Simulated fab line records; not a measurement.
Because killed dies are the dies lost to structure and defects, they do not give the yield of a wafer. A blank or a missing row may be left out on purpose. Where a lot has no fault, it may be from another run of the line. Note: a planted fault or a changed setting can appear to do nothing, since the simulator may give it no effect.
Code-filled problem report in 8D (eight disciplines) form / flow n5_finfet / the parts of the form that need people (team, actions taken, sign-off) are left out

== 1. THE PROBLEM ==
platen_rpm at N5_HKMG_FIN_CMP_94 reads a mean of 48.26 rpm on 1 wafer of 1 lot; wafers without a fault read 50.29 rpm with a standard deviation of 0.034. That puts it -60 standard deviations away from the usual mean.
The step: polishes, stops on SiNx, t overpolish 4.7 s, target thk 43.299 nm.
Seen first at day 10 04:46 on cmp-02, wafer L454.2. The record holds 27 wafers of 9 lots with a number at this step. By rule, "out" or "out of limits" means more than 4 standard deviations away from the usual mean. The rest of the wafers with a number are treated as sound.

== 2. WHAT IT IS, WHAT IT ISN'T ==
question=which readings at this step | is=platen_rpm | is not=motor_current_A
question=which lots | is=L454 | is not=L432, L433, L440, L441, L444, L446, L452, L455
question=which wafers of those lots | is=L454.2 | is not=L454.1, L454.3
question=read on which tools | is=cmp-02 | is not=cmp-03, cmp-04
question=when | is=from day 10 04:46 | is not=up to then (23 sound wafers); but 3 sound wafers of L455 came after

== 3. WHAT RULES OUT EACH SUSPECT ==
Counting: if a tool at a process step up to the reading ran every lot that is out, it stays a suspect. Sound lots after the first of them don't rule it out here, since some wafers of a struck lot are sound.
- plasma_asher-01 at N5_HKMG_FIN_STRIP_88 (strips in N2/H2, time 360 s): kept. It ran the lot that is out, L454 (day 10 02:10); its last sound lot up to then is L446 (day 7 23:08).
- cvd_w-02 at N5_HKMG_FIN_ALD_72 (deposits W, target thk 2 nm, pulse time 1 s, purge time 2 s): kept. It ran the lot that is out, L454 (day 10 04:05); its last sound lot up to then is L452 (day 9 12:07).
- cmp-02 at N5_HKMG_FIN_CMP_94 (polishes, stops on SiNx, t overpolish 4.7 s, target thk 43.299 nm): kept. It ran the lot that is out, L454 (day 10 04:46); its last sound lot up to then is L446 (day 8 01:53). Its own readings are out on those wafers: platen_rpm.
- The sound lot-mates ran in chamber 0 of cvd_w-02 at N5_HKMG_FIN_ALD_72, but the wafers that are out ran in chamber 1.
- In cmp-02 at N5_HKMG_FIN_CMP_94, the wafers that are out were processed in chamber 1 and their sound lot-mates in chambers 0, 3.
plasma_asher-01 at N5_HKMG_FIN_STRIP_88, cvd_w-02 at N5_HKMG_FIN_ALD_72 and cmp-02 at N5_HKMG_FIN_CMP_94 are what is left after counting.

== 4. THE CAUSE (what the simulator had put in) ==
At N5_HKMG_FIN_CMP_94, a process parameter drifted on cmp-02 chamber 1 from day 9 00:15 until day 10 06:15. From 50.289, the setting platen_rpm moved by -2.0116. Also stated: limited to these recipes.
This tool is one of the 3 suspects left after counting.

== 5. SEQUENCE OF EFFECTS, ordered by route ==
One row per reading whose mean, taken over the struck wafers that have a number, lies over 3 standard deviations from the usual. Only readings whose record carries a usual standard deviation are examined. hours: median over the lots of the time between each lot's start at the first step of this table that gives one and its start at this step. sigmas: the change, counted in usual standard deviations.
hours=0; step=N5_HKMG_FIN_CMP_94; reading=platen_rpm; usual=50.29 rpm; on struck wafers=48.26; change=-2.03; sigmas=-60
Its process steps:
- N5_HKMG_FIN_CMP_94: polishes, stops on SiNx, t overpolish 4.7 s, target thk 43.299 nm.
Later steps that measure or inspect, where all struck wafers having a row at the step show a number for every such reading and not one has moved that far: N5_BEOL_M4_RC_MEAS_101.

== 6. HOW IT WOULD HAVE BEEN CAUGHT EARLIER ==
First out-of-limits reading in this record: day 10 04:46, which is 29 hours after fault onset at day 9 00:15.
